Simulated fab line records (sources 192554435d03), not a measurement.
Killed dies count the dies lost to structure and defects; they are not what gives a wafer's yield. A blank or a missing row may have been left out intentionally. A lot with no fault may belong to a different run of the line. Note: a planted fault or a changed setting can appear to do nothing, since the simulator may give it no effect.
Split-lot study ; flow n5Finfet ; 21 wafers read across 7 lots, on a route 1938 steps long

== THE SPLIT ==
At N5_HKMG_FIN_ETCH_55 (etches SOC in N2/H2, target depth 240 nm, time 300 s), the setting biasW was moved away from the recipe's 150 W on 7 of the 21 wafers read, by -17.2% to +16.7%. For the rest of the wafers, this setting stayed at what the recipe calls for.

The split's own step is where the reading is taken.

== THE READING ==
rfVppV, in V, at N5_HKMG_FIN_ETCH_55 (etches SOC in N2/H2, target depth 240 nm, time 300 s). Typical for fault-free wafers on this fab line: 524.7 V, with standard deviation 2.1 V.

wafer;tool, chamber at the split;biasW as run, W;against the recipe;rfVppV, V;against lot-mates on the recipe
L078.2;rieDiel-05, 0;150;recipe;525.1;-
L078.3;rieDiel-05, 1;124.2;-17.2%;464.6;-61.1
L078.6;rieDiel-05, 3;150;recipe;526.4;-
L079.1;rieDiel-01, 1;150;recipe;524.3;-
L079.3;rieDiel-01, 3;150;recipe;525.5;-
L079.4;rieDiel-01, 1;150;recipe;522.8;-
L084.3;rieDiel-05, 1;150;recipe;523.3;-
L084.4;rieDiel-05, 2;150;recipe;522.7;-
L084.5;rieDiel-05, 3;150;recipe;526.6;-
L085.3;rieDiel-01, 2;166.5;+11.0%;562.3;no lot-mate on the recipe
L085.4;rieDiel-01, 1;166.5;+11.0%;560.3;no lot-mate on the recipe
L085.5;rieDiel-01, 0;166.5;+11.0%;562.6;no lot-mate on the recipe
L088.1;rieDiel-05, 3;150;recipe;525.6;-
L088.3;rieDiel-05, 2;150;recipe;521.2;-
L088.4;rieDiel-05, 0;158.5;+5.7%;543.2;+19.8
L091.2;rieDiel-01, 3;159.7;+6.5%;546.4;+21.6
L091.3;rieDiel-01, 1;150;recipe;524.8;-
L091.6;rieDiel-01, 2;150;recipe;524.8;-
L097.2;rieDiel-06, 2;150;recipe;529.2;-
L097.3;rieDiel-06, 3;150;recipe;526.4;-
L097.5;rieDiel-06, 2;175;+16.7%;581.8;+54.0

FIT RESULTS
A straight line over all 21 wafers: rfVppV changes by +3.42 V for each +1% of biasW; r = +1.00; the points scatter about the line by 1.8 V.
The same after taking each lot's own level away (the mean of its wafers on the recipe; 18 wafers): +3.41 V for each +1%; r = +1.00; scatter 1.6 V.
Per that fit: largest biasW move, reading shift of 59 V.
The lots' own levels span 523.40 to 527.80 V, that is 2.1 times the standard deviation above.
The two slopes agree, so the slope changes little with the lot-to-lot level.
Check: with one of the wafers moved furthest among these (-17.2%) left out of the fit, the line predicts -56.2 V for it against its lot-mates. It came out at -61.1 V against them.
Tool readings at the split's step, against how far the setting was moved: rfVppV r = +1.00.

== OTHER SPLITS ON THESE WAFERS ==
Note: prior to the reading, these wafers also went through further splits. Each is held against what the fit with the lots' levels taken away leaves over:
other split on the same wafers;wafers away from the commonest value;r with rfVppV (lot level and that fit taken away)
N5_SD_EPI_N_ETCH_16 targetDepthA;5;+0.37
N5_SD_EPI_N_EPI_21 tempC;5;+0.09
N5_HKMG_FIN_ETCH_54 sourceW;6;+0.14

== THE WHOLE CHAIN: every reading that the file lists as answering this split, in the file's order ==
step;what it does;reading;change (the file's fit);r (the file's)
N5_HKMG_FIN_ETCH_55;etches SOC in N2/H2, target depth 240 nm, time 300 s;rfVppV;+3.4 V for each +1% of the setting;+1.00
N5_HKMG_FIN_ETCH_55;etches SOC in N2/H2, target depth 240 nm, time 300 s;SiARC_of_HKMG_FIN_COAT_42.thkNm (the simulator's own value, which no gauge read);-0.138 nm for each +1% of the setting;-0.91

== FILE'S OWN FIT ==
rfVppV changes by +3.4 V for each +1% of biasW, r = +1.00.
